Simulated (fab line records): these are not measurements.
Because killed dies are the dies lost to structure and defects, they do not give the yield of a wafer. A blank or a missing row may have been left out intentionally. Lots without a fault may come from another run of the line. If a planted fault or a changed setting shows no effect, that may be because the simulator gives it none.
A lot that was struck, set against a sound lot	flow n5Finfet	19 steps out of a route of 1938
Sound: wafers L616.1, L616.4, L616.5. The struck wafers were L622.1, L622.2, L622.5. The cause comes at the end.
Each step with rows lists, per side, the tool, then ch with its chambers, then its first start. Under that, the readings that differ: sound wafers	struck wafers	difference of the means	sigmas: that difference in standard deviations of wafers without a fault.
alike: readings whose means differ by less than 2 such deviations, and words and numbers that are the same on both sides. not compared: withheld readings, readings that some wafer has no value for, bounds like >300 that may hide the same value, and numbers for which the record gives no deviation and whose values overlap.
The two part at a step that has a row with sigmas, a row that says differs or no value, or rows on one side only. When numbers do not overlap yet have no deviation, they are printed without sigmas and do not part them. Lack of a reading on every wafer of one side parts them only where that side has two or more wafers.

first, 4 steps without rows for these wafers: N5_BEOL_M14_ETCH_68 (etches SOC in N2/H2, time 450 s); N5_BEOL_M14_STRIP_69 (strips in N2/H2); N5_BEOL_M14_TRENCH_ETCH_34 (etches SiO2 in C4F8/O2/Ar, target depth 556.65 nm, time 126.9 s); N5_BEOL_M14_STRIP_70 (strips in C4F8/O2/Ar).
N5_BEOL_M14_OCD_MEAS_35:
  struck on ocd-01, day 12 16:24; sound on ocd-01, day 11 09:17
  alike: trenchDepthNm
N5_BEOL_M14_STRIP_37: strips in O2.
  sound on rieDiel-05 ch 0,1, day 11 10:26; struck on rieDiel-03 ch 0,1, day 12 20:16
  alike: drypumpMotorCurrentA, o2FlowSccm, oesProductAu, rfVppV, showerheadPlenumPTorr, throttleValvePct
  not compared: rfHoursCounterH
then, 3 steps without rows for these wafers: N5_BEOL_M14_ETCH_38 (etches SiCN in CF4/N2, target depth 106.5 nm, time 120.6 s); N5_BEOL_M14_PRECLEAN_39 (cleans in residue remover, time 60 s); N5_BEOL_M14_SRD_40 (time 30 s, dry time 30 s).
N5_BEOL_M14_DEGAS_41: time 60 s.
  struck on pvdSputter-03, day 12 20:56; sound on pvdSputter-03, day 11 10:50
  alike: heaterPowerW
N5_BEOL_M14_PRE_CLEAN_42: time 30 s.
  struck on pvdSputter-03, day 12 20:59; sound on pvdSputter-03, day 11 10:53
  alike: heaterPowerW
N5_BEOL_M14_SPUTTER_43: material TaN, target thk 15 nm, time 24.19 s.
  struck on pvdSputter-03, day 12 21:01; sound on pvdSputter-03, day 11 10:55
  alike: cathodeDcPowerW, chamberPressurePa, throttleValvePct
N5_BEOL_M14_SPUTTER_44: material Ta, target thk 15 nm, time 24.19 s.
  struck on pvdSputter-03, day 12 21:06; sound on pvdSputter-03, day 11 11:00
reading	sound	struck	difference	sigmas
cathodeDcPowerW (W)	14998 14997 15001	17566 17570 17569	+2570	+99 or more
model.Ta_of_BEOL_M14_SPUTTER_44.thkNm (nm)	15 15 15	17.8 17.6 17.8	+2.7	
  alike: chamberPressurePa, throttleValvePct
N5_BEOL_M14_SPUTTER_45: material Cu, target thk 100 nm, time 16.67 s.
  struck on pvdSputter-03, day 12 21:11; sound on pvdSputter-03, day 11 11:05
  alike: cathodeDcPowerW, chamberPressurePa, throttleValvePct
then, 2 steps without rows for these wafers: N5_BEOL_M14_ECD_47 (material Cu, target thk 1248 nm); N5_BEOL_M14_ANNEAL_48 (time 90 s).
N5_BEOL_M14_CMP_49: polishes, stops on SiO2, t overpolish 5.2 s, target thk 560 nm.
  sound on cmp-01 ch 0,2, day 11 11:47; struck on cmp-01 ch 2,3, day 12 22:29
reading	sound	struck	difference	sigmas
barrierFieldEndpointS (s)	10.8 11.0 11.0	13.2 12.5 12.6	+1.8	+6
  alike: clearingPlatenDownForcePsi, motorCurrentA, retainingRingPressureFrac, slurryFilterDpKPa, slurryFlowMlMin
N5_BEOL_M14_THK_MEAS_50: measures by xrf.
  struck on filmMetro-02, day 12 22:44; sound on filmMetro-01, day 11 12:04
  alike: M14_THK
N5_PASSIVATION_PROBE_49:
  struck on prober-02, day 13 17:59; sound on prober-01, day 12 09:35
  alike: defectLimitedYield, killed_at_M0_to_M3, killed_at_M4_up, killedAtContacts, killedAtFrontEnd, killedAtOther, killedDies, killedOnRim, killedOpen, killedShort, sort_bin_5_function, sort_bin_6_memory, sortNPass, sortYieldPct

## WHERE THEY PART
At N5_BEOL_M14_SPUTTER_44 first; at N5_BEOL_M14_CMP_49 last (within this record only). Later steps at which nothing parts them and some readings are alike: N5_BEOL_M14_THK_MEAS_50, N5_PASSIVATION_PROBE_49.

WHY: what the simulator had put in
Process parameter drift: pvdSputter-03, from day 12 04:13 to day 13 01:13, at N5_BEOL_M14_SPUTTER_44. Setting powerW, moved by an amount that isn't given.
